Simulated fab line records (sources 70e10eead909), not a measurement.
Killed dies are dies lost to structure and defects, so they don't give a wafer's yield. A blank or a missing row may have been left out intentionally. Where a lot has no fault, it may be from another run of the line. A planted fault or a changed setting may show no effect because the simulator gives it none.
A single fault, viewed from 3 desks | flow nand_harc | every desk sees just its own numbers, and what lay behind them comes last

== THE DEFECT DESK ==
Counts from the inspections along the route, per lot, as means over the sampled wafers that have a number. A lot is out of limits, marked OUT, if its mean lies more than 4 standard deviations from the usual mean; the brackets give that distance.
Columns: A = raw_defect_count at NHARC_A_SGD_CUT_INSPECT_25, usual 407; B = raw_defect_count at NHARC_A_SLIT_INSPECT_11, usual 66
lot  | first seen here | A   | B
L603 | day 19 23:43    | 311 | 63
L609 | day 22 01:43    | 668 | 112
L612 | day 23 14:59    | 437 | 83
L615 | day 25 10:17    | 350 | 101
L622 | day 27 13:02    | 462 | 75
L623 | day 28 20:34    | 283 | 31
Finding of this desk: none of the 6 lots has anything out of limits.

== METROLOGY DESK ==
What the gauges read for every lot (on any tool): the sampled wafers with a number, averaged. A lot is out of limits, marked OUT, if its mean lies more than 4 standard deviations from the usual mean; the brackets give that distance.
Columns: A = cd_nm at NHARC_A_SLIT_CD_MEAS_09, usual 299.8 nm; B = overlay_x_nm at NHARC_A_SLIT_OVL_MEAS_10, usual 0.2 nm; C = overlay_y_nm at NHARC_A_SLIT_OVL_MEAS_10, usual -0.1 nm
lot  | first seen here | A     | B    | C
L603 | day 20 08:23    | 300.2 | -0.6 | -0.3
L609 | day 22 08:15    | 299.5 | -0.7 | -0.8
L612 | day 23 19:46    | 298.7 | -0.5 | 0.8
L615 | day 25 15:08    | 299.1 | -0.2 | 0.1
L622 | day 27 18:12    | 299.4 | -0.9 | -0.7
L623 | day 29 03:31    | 299.8 | 0.2  | -0.2
Finding of this desk: none of the 6 lots has anything out of limits.

== FOR THE TOOL OWNER'S DESK: arfi_scanner-02 ==
The tool's own readings at NHARC_A_SLIT_EXPOSE_06 (exposes mask SLIT): means of the sampled wafers that have a number, for each lot that ran on this tool. A lot is out of limits, marked OUT, if its mean lies more than 4 standard deviations from the usual mean; the brackets give that distance.
Columns: A = exposure_dose_mJ_cm2 at NHARC_A_SLIT_EXPOSE_06, usual 60.83
lot  | first seen here | A
L603 | day 20 08:14    | 60.88
L612 | day 23 19:37    | 58.95 (-36) OUT
L615 | day 25 14:59    | 59.42 (-27) OUT
This desk's verdict: out of limits on L612, L615, starting with L612 at day 23 19:37 (exposure_dose_mJ_cm2 at NHARC_A_SLIT_EXPOSE_06). Within limits: L603.

== PUT TOGETHER ==
The tool owner's desk had the chance to raise an alarm at day 23 19:37 on L612, L615.
Nothing the defect desk looked at was out of limits.
At the metrology desk, nothing out of limits was observed.
The defect desk has L612, L615 on record, within its limits.
The metrology desk has L612, L615 on record, within its limits.
The lots listed all ran NHARC_A_SLIT_EXPOSE_06 on arfi_scanner-02.

== WHAT HAD BEEN PUT IN BY THE SIMULATOR ==
Drift in process parameters on arfi_scanner-02 at NHARC_A_SLIT_EXPOSE_06, starting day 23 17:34. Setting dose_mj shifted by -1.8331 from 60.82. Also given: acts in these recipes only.
Lots struck among those shown: L612, L615.
Delay in hours, fault start to first out-of-limits reading, by desk: the tool owner's desk at 2.
